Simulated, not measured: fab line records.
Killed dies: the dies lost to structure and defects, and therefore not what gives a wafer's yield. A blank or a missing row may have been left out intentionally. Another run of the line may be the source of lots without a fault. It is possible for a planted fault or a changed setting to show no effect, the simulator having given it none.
Matching of chambers	flow n5Finfet	N5_BEOL_M11_STRIP_19 on rieDiel-03: 3 sister chambers
The step strips in O2. 14 wafers are shown with their chamber, then 5 later ones without.

## WAFERS WITH THEIR CHAMBER
wafer	chamber	drypumpMotorCurrentA (A)	showerheadPlenumPTorr (Torr)	oesProductAu (a.u.)
L076.2	1	5.0	2.22	0.86
L076.3	3	6.5	1.98	0.68
L076.6	1	5.0	2.22	0.85
L078.2	1	5.0	2.22	0.85
L078.3	2	5.3	2.05	0.83
L078.4	3	6.5	1.98	0.69
L077.3	1	5.0	2.22	0.85
L077.5	2	5.3	2.05	0.83
L077.6	3	6.5	1.98	0.68
L080.1	2	5.2	2.05	0.83
L080.3	1	5.0	2.21	0.86
L080.4	3	6.5	1.98	0.68
L084.2	2	5.3	2.04	0.83
L084.3	1	5.0	2.21	0.83

SIGNATURES (means of the wafers above)
reading	chamber 1	chamber 2	chamber 3	scatter within a chamber
drypumpMotorCurrentA	5.000	5.275	6.500	0.0261
showerheadPlenumPTorr	2.2167	2.0475	1.9800	0.00435
oesProductAu	0.8500	0.8300	0.6825	0.00783
Rule: for a wafer and a chamber, the distance is found by dividing, reading by reading, the gap between the wafer's reading and the chamber's mean by the reading's scatter, squaring, summing and taking the root. If the next closest chamber is less than 2 further off than the closest, the wafer can't be placed; otherwise it belongs to the closest. How the scatter is found: for the shown wafers, subtract from each reading the mean of its chamber, square and add these, divide the total by (wafers less chambers), then take the root.

## WAFERS WITHOUT THEIR CHAMBER
wafer	drypumpMotorCurrentA (A)	showerheadPlenumPTorr (Torr)	oesProductAu (a.u.)
L084.6	6.4	2.24	1.03
L093.3	6.4	2.24	0.94
L093.4	5.3	2.04	0.80
L094.3	5.0	2.20	0.81
L094.4	6.5	2.23	0.92

## THE CHAMBER EACH PASSED THROUGH
wafer	from the rows above	in truth
L084.6	1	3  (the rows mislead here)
L093.3	1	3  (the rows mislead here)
L093.4	2	2
L094.3	1	1
L094.4	1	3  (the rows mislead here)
Correct placement for 2 of the 5. From these rows, 0 cannot be placed. Wrongly placed: 3.
